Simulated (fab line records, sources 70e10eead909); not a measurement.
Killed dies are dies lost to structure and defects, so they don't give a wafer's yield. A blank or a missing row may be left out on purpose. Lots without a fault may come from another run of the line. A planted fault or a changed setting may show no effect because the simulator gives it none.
A sampling plan put to the test | flow nand_harc | one fab line, 14 faults that these records tell of, each judged on the records of the lots that it struck
The plan is the line's own looks: the steps of the route at which a gauge or an inspection reads the wafer and doesn't change it. A look can be judged if struck wafers have a number there and the file gives its usual mean and standard deviation on fault-free wafers. Caught: at a look after the fault's first step, the mean of the struck wafers lies 4 or more of those standard deviations (sigma) from the usual mean. On the tool: the same test on the tool's own readings at the fault's steps. Another recipe on the struck wafers, or a record that is blank for them alone, also counts as caught.

THE FAULTS, as the simulator had put them in
1. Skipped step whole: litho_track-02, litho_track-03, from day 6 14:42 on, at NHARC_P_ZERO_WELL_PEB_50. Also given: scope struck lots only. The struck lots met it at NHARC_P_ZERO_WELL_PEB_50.
2. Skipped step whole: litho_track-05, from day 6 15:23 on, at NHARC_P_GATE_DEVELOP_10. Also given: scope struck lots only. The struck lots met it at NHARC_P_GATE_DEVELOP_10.
3. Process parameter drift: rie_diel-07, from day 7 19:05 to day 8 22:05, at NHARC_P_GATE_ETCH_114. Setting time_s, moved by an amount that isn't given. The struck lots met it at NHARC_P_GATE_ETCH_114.
4. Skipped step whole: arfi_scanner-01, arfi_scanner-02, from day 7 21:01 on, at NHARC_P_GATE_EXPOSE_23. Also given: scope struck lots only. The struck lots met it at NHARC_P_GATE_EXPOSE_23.
5. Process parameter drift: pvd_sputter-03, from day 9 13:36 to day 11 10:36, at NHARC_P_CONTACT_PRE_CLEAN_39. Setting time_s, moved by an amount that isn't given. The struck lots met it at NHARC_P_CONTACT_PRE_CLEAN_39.
6. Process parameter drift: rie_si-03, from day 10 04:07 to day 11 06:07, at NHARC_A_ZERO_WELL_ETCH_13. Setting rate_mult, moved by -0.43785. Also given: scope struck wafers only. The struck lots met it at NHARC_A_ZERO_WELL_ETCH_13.
7. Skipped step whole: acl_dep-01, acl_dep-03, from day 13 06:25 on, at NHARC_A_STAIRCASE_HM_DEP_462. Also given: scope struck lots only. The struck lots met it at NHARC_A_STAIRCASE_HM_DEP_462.
8. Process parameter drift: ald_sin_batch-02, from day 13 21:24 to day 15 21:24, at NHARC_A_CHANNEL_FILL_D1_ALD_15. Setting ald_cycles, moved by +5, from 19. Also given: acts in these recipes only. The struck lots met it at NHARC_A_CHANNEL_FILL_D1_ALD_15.
9. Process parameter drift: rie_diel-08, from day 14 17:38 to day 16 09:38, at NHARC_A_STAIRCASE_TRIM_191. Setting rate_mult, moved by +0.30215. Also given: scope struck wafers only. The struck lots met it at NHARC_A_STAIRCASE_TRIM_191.
10. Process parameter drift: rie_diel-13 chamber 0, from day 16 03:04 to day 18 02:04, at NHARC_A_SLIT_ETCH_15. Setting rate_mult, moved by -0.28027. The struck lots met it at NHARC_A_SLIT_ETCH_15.
11. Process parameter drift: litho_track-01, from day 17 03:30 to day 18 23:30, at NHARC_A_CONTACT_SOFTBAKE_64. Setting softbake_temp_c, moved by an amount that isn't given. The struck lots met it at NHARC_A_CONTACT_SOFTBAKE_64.
12. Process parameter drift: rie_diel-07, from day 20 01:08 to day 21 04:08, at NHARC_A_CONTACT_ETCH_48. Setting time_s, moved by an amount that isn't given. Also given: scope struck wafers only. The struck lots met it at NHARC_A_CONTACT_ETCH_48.
13. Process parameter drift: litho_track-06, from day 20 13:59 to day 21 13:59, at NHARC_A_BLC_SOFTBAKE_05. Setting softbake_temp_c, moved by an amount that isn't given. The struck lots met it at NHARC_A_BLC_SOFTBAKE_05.
14. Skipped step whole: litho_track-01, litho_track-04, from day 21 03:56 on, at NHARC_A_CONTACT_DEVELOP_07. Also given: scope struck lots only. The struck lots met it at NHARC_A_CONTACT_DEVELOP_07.

WHAT THE PLAN SAW
fault | on the tool itself                               | first look that catches it                      | reading, sigma      | median hours from its first step to that look | hours from the fault's start to the first struck lot there | judged looks passed uncaught
1     | the tool's record is blank for the struck wafers | no look after it can be judged                  | -                   | -                                             | -                                                          | 0
2     | the tool's record is blank for the struck wafers | no look after it can be judged                  | -                   | -                                             | -                                                          | 0
3     | run_length_s -6.2 sigma                          | no look after it can be judged                  | -                   | -                                             | -                                                          | 0
4     | no reading that can be judged                    | no look after it can be judged                  | -                   | -                                             | -                                                          | 0
5     | under 2 sigma                                    | none of the 2 looks that can be judged after it | -                   | -                                             | -                                                          | 2
6     | oes_product_au -28 sigma                         | no look after it can be judged                  | -                   | -                                             | -                                                          | 0
7     | the tool's record is blank for the struck wafers | no look after it can be judged                  | -                   | -                                             | -                                                          | 0
8     | under 2 sigma                                    | no look after it can be judged                  | -                   | -                                             | -                                                          | 0
9     | oes_product_au +18 sigma                         | not the one look that can be judged after it    | -                   | -                                             | -                                                          | 1
10    | oes_product_au -20 sigma                         | NHARC_END_SORT_01                               | killed_at_array +58 | 116.4                                         | 146                                                        | 0
11    | heater_power_total_W +61 sigma                   | no look after it can be judged                  | -                   | -                                             | -                                                          | 0
12    | run_length_s -9.3 sigma                          | no look after it can be judged                  | -                   | -                                             | -                                                          | 0
13    | heater_power_total_W -15 sigma                   | not the one look that can be judged after it    | -                   | -                                             | -                                                          | 1
14    | the tool's record is blank for the struck wafers | no look after it can be judged                  | -                   | -                                             | -                                                          | 0
A dash: the fault isn't caught, or these records don't give the number.

Caught at a look: 1 of 14. Caught on the tool: 11 of 14. By one or the other: 11 of 14.
Caught on the tool alone: faults 1, 2, 3, 6, 7, 9, 11, 12, 13, 14.
Caught by neither: faults 4, 5, 8.

THINNER SAMPLING
If the look that catches a fault measured only every second or every third lot, by lot number, the first struck lot would be measured this late in the worst case:
fault | struck lots at that look, in order of time | every lot | every second lot | every third lot
10    | L930, L929                                 | 146 h     | 155 h            | may miss all 2
Hours are from the fault's start to the first struck lot that is measured. The limit of 4 sigma was tested on all struck wafers together, so one lot alone may lie under it. Other struck lots may not be in these records.

THE LONGEST TIMED WAY FROM STEP TO LOOK
Fault 10: a median of 116.4 hours passes between NHARC_A_SLIT_ETCH_15 and NHARC_END_SORT_01. No look between them can be judged.
